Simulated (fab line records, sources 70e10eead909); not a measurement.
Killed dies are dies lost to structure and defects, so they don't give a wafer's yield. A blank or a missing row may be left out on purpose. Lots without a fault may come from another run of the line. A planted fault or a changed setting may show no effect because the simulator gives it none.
fab line records | flow nand_harc | part 2 of 2: steps 28 to 42 of 42
record lots=5 wafers=15 last_day=33
route steps=1302 shown P_M0@283 P_M1@285 P_M2@318
lots that met no fault: from a run of the same line without faults
start_h: hours from the record's first day to the start of the lot's first wafer shown | wait_h: hours since the lot's step before | " the same as in the row above | L1.1+2: a row that stands for several wafers | - no value, or no start given | * or withheld: withheld | < > ~ a bound
route shown NAME@n: a module of which the file shows steps, and the number in the route of the first | usual: mean/standard deviation of fault-free wafers | same: alike in all rows | chamber/n: place in a boat | sites: the reading at each site | _std_site: their standard deviation | _edge_site: outer sites' mean less inner sites' | radius_mm: how far each site lies from the wafer's centre | mask NAME#n: copy n | behind: the tool/chamber that last shaped the wafer | hold: why the lot was held/for how many hours/how that ended | device: the transistor (n, p or np) that didn't switch | end of line: the same wafers' tests at the end of the route | a step without rows: its recipe alone | killed: dies lost to structure and defects at the first sort, not the wafer's yield | map: a wafer's dies, x killed, . not, _ none there
set.NAME: the setting as run; set.NAME@STEP: as run at that earlier step | model.NAME: the simulator's own value behind a step, which no gauge read
lots at some steps of the route; a table a step, a row a wafer
services: from which hour (start_h, from the record's first day; less than 0 if before it) a tool's chamber was out of use, for how many hours, and why
## steps
# step NHARC_P_M1_ANNEAL_31
# recipe temp_c=225 time_s=90
# usual wafer_temp_C_max=225.83/0.23
# columns lot.wafer tool chamber start_h wait_h wafer_temp_C_max
L078.4 rtp_anneal-02 0 168.86 0.4 225.94
L078.5 " 0 " " 225.94
L078.6 " 0 " " 226.12
L081.2 rtp_anneal-02 0 202.17 - 225.99
L081.4 " 0 " " 225.91
L081.6 " 0 " " 225.95
L088.1 rtp_anneal-01 0 279.88 0.3 225.61
L088.3 " 0 " " 225.43
L088.6 " 0 " " 225.83
L095.3 rtp_anneal-01 0 331.74 0.3 225.75
L095.4 " 0 " " 225.92
L095.6 " 0 " " 225.91
L094.2 rtp_anneal-01 0 332.75 0.4 225.62
L094.4 " 0 " " 225.76
L094.5 " 0 " " 225.79
# step NHARC_P_M1_CMP_23
# recipe t_overpolish_s=20 target_thk_nm=157.82
# usual motor_current_A=12.2/1.3 time_to_endpoint_s=29.2/2.1
# columns lot.wafer tool chamber start_h wait_h motor_current_A time_to_endpoint_s
L078.4 cmp-02 1 169.08 - 11.1 30.5
L078.6 " 0 " " 10.1 30.4
L078.5 " 1 " " 10.9 29.9
L081.2 cmp-03 2 202.47 - 14.6 32.5
L081.4 " 0 " " 12.8 31.0
L081.6 " 2 " " 14.2 33.1
L088.1 cmp-01 1 280.25 - 11.8 27.5
L088.3 " 3 " " 11.7 31.8
L088.6 " 1 " " 11.3 29.1
L095.4 cmp-03 2 331.99 - 14.9 30.0
L095.3 " 0 " " 13.3 27.6
L095.6 " 2 " " 14.7 29.6
L094.2 cmp-01 2 333.04 - 13.4 27.8
L094.4 " 0 " " 12.6 26.4
L094.5 " 2 " " 12.5 25.7
# step NHARC_P_M1_THK_MEAS_24
# recipe thk_meas_gauge=xrf
# usual thk_nm=158.0/1.3
# columns lot.wafer tool chamber start_h wait_h thk_nm
L078.4 film_metro-01 - 169.37 - 159.6
L078.5 " - " " 157.1
L078.6 " - " " 156.9
L081.2 film_metro-01 - 202.78 - 157.6
L081.4 " - " " 157.7
L081.6 " - " " 155.8
L088.1 film_metro-01 - 280.54 - 157.2
L088.3 " - " " 158.5
L088.6 " - " " 159.3
L095.3 film_metro-02 - 332.30 - 156.8
L095.4 " - " " 158.8
L095.6 " - " " 155.6
L094.2 film_metro-01 - 333.36 - 156.0
L094.4 " - " " 156.3
L094.5 " - " " 155.1
# step NHARC_P_M1_SRD_25
# columns lot.wafer tool chamber start_h wait_h
L078.4+6+5 wet_bench-08 6,1,3 169.41 0.0
L081.2+4+6 wet_bench-08 5,6,7 202.83 0.0
L088.6+1+3 wet_bench-10 2,3,5 280.58 0.0
L095.4+6+3 wet_bench-10 7,0,1 332.35 0.0
L094.5+4+2 wet_bench-10 1,2,3 333.41 0.0
# step NHARC_P_M1_INSPECT_27
# usual raw_defect_count=291/110
# columns lot.wafer tool chamber start_h wait_h raw_defect_count
L078.4 defect_inspect-02 - 169.53 0.0 296
L078.5 " - " " 155
L078.6 " - " " 155
L081.2 defect_inspect-02 - 202.96 0.0 353
L081.4 " - " " 433
L081.6 " - " " 460
L088.1 defect_inspect-01 - 280.70 0.0 302
L088.3 " - " " 245
L088.6 " - " " 337
L095.3 defect_inspect-01 - 332.46 0.0 295
L095.4 " - " " 657
L095.6 " - " " 300
L094.2 defect_inspect-02 - 333.52 0.0 394
L094.4 " - " " 277
L094.5 " - " " 181
# step NHARC_P_M1_PRE_CLEAN_32
# recipe time_s=12 temp_c=370 rf_power_w=300 gas=NH3
# usual heater_power_w=616/54
# columns lot.wafer tool chamber start_h wait_h heater_power_w
L078.5 pecvd-02 0 169.63 0.1 619
L078.6 " 1 " " 646
L078.4 " 2 " " 551
L081.2 pecvd-02 1 203.04 0.1 631
L081.6 " 0 " " 632
L081.4 " 1 " " 651
L088.3 pecvd-02 1 280.78 0.1 605
L088.1 " 2 " " 591
L088.6 " 1 " " 609
L095.3 pecvd-02 0 332.55 0.1 633
L095.4 " 1 " " 638
L095.6 " 0 " " 645
L094.2 pecvd-02 2 333.61 0.1 505
L094.4 " 0 " " 632
L094.5 " 1 " " 581
# step NHARC_P_M1_DEP_33
# recipe target_thk_a=300 temp_c=370 target_thk_nm=30 pressure_torr=3 flow_sccm=200 rf_w=450 material=SiCN
# usual heater_power_w=560/52
# columns lot.wafer tool chamber start_h wait_h heater_power_w
L078.5 pecvd-02 0 169.80 0.2 556
L078.6 " 1 " " 527
L078.4 " 2 " " 577
L081.2 pecvd-02 1 203.15 0.1 572
L081.6 " 0 " " 548
L081.4 " 1 " " 573
L088.3 pecvd-02 1 280.89 0.1 593
L088.1 " 2 " " 554
L088.6 " 1 " " 598
L095.3 pecvd-02 0 332.69 0.1 486
L095.4 " 1 " " 562
L095.6 " 0 " " 486
L094.2 pecvd-02 2 333.75 0.1 550
L094.4 " 0 " " 521
L094.5 " 1 " " 504
# step NHARC_P_M2_DEP_00
# recipe target_thk_a=1825 target_thk_nm=182.5 temp_c=withheld pressure_torr=5 flow_sccm=200 rf_w=600 material=SiOC
# columns lot.wafer tool chamber start_h wait_h
L078.4+5+6 pecvd-01 1,2,0 170.21 -
L081.2+6+4 pecvd-04 2,0,2 203.61 -
L088.1+3+6 pecvd-02 1,2,2 - -
L095.3+4+6 pecvd-01 0,0,2 333.02 -
L094.2+4+5 pecvd-04 2,2,1 334.07 -
# step NHARC_P_M2_DEHYDRATE_01
# recipe temp_c=150 time_s=120
# columns lot.wafer tool chamber start_h wait_h
L078.4+5+6 litho_track-06 0 170.48 -
L081.2+4+6 litho_track-01 0 203.92 -
L088.1+3+6 litho_track-06 0 281.64 -
L095.3+4+6 litho_track-04 0 333.43 -
L094.2+4+5 litho_track-04 0 334.48 -
# step NHARC_P_M2_HMDS_02
# recipe time_s=30
# columns lot.wafer tool chamber start_h wait_h
L078.4+5+6 litho_track-06 0 - -
L081.2+4+6 litho_track-01 0 - -
L088.1+3+6 litho_track-06 0 - -
L095.3+4+6 litho_track-04 0 - -
L094.2+4+5 litho_track-04 0 - -
# step NHARC_P_M2_COAT_34
# recipe temp_c=200 time_s=65
# columns lot.wafer tool chamber start_h wait_h
L078.4+5+6 litho_track-06 0 - -
L081.2+4+6 litho_track-01 0 - -
L088.1+3+6 litho_track-06 0 - -
L095.3+4+6 litho_track-04 0 - -
L094.2+4+5 litho_track-04 0 - -
# step NHARC_P_M2_COAT_03
# recipe spin_rpm=1500 resist_thk_nm=90
# columns lot.wafer tool chamber start_h wait_h
L078.4+5+6 litho_track-06 0 - -
L081.2+4+6 litho_track-01 0 - -
L088.1+3+6 litho_track-06 0 - -
L095.3+4+6 litho_track-04 0 - -
L094.2+4+5 litho_track-04 0 - -
# step NHARC_P_M2_SOFTBAKE_04
# recipe temp_c=105 time_s=55
# columns lot.wafer tool chamber start_h wait_h
L078.4+5+6 litho_track-06 0 - -
L081.2+4+6 litho_track-01 0 - -
L088.1+3+6 litho_track-06 0 - -
L095.3+4+6 litho_track-04 0 - -
L094.2+4+5 litho_track-04 0 - -
# step NHARC_P_M2_EBR_05
# columns lot.wafer tool chamber start_h wait_h
L078.4+5+6 litho_track-06 0 - -
L081.2+4+6 litho_track-01 0 - -
L088.1+3+6 litho_track-06 0 - -
L095.3+4+6 litho_track-04 0 - -
L094.2+4+5 litho_track-04 0 - -
# step NHARC_P_M2_EXPOSE_06
# recipe na=1.35 target_cd_nm=170 dose_mj=80.78 mask_id=P_M2
# usual exposure_dose_mJ_cm2=80.78/0.083
# columns lot.wafer tool chamber start_h wait_h mask exposure_dose_mJ_cm2
L078.4 arfi_scanner-02 0 170.78 - P_M2#0 80.74
L078.5 " 0 " " P_M2#0 80.93
L078.6 " 0 " " P_M2#0 80.78
L081.2 arfi_scanner-03 0 204.09 - P_M2#0 80.71
L081.4 " 0 " " P_M2#0 80.58
L081.6 " 0 " " P_M2#0 80.67
L088.1 arfi_scanner-02 0 281.81 - P_M2#0 80.82
L088.3 " 0 " " P_M2#0 80.88
L088.6 " 0 " " P_M2#0 80.90
L095.3 arfi_scanner-01 0 333.72 - P_M2#0 80.80
L095.4 " 0 " " P_M2#0 80.76
L095.6 " 0 " " P_M2#0 80.72
L094.2 arfi_scanner-02 0 334.77 - P_M2#0 80.71
L094.4 " 0 " " P_M2#0 80.83
L094.5 " 0 " " P_M2#0 80.85
## services
# columns tool chamber start_h hours kind
rie_diel-09 - 143.12 9.0 pm
litho_track-01 - 155.01 7.0 pm
wet_bench-08 - 159.44 8.0 pm
ecd_cu-01 - 160.00 8.0 pm
rie_diel-03 3 161.59 13.2 repair
pvd_sputter-03 - 165.47 0.7 repair
pvd_sputter-03 - 170.10 10.0 pm
pecvd-01 - 170.44 0.2 repair
pvd_sputter-01 - 175.57 34.0 repair
litho_track-06 - 179.00 7.0 pm
pvd_sputter-03 - 181.18 4.1 repair
ecd_cu-01 - 181.37 0.5 repair
wet_bench-10 - 183.92 6.0 repair
rie_diel-10 2 185.12 8.0 repair
arfi_scanner-03 - 196.00 4.0 pm
rie_diel-03 3 197.84 1.9 repair
litho_track-04 - 203.00 7.0 pm
pvd_sputter-01 - 226.00 10.0 pm
pecvd-02 - 227.11 13.0 pm
wet_bench-08 - 232.57 58.3 repair
rie_diel-03 - 281.30 9.0 pm
rie_diel-09 3 298.81 1.7 repair
rie_diel-09 - 320.12 9.0 pm
litho_track-01 - 330.01 7.0 pm
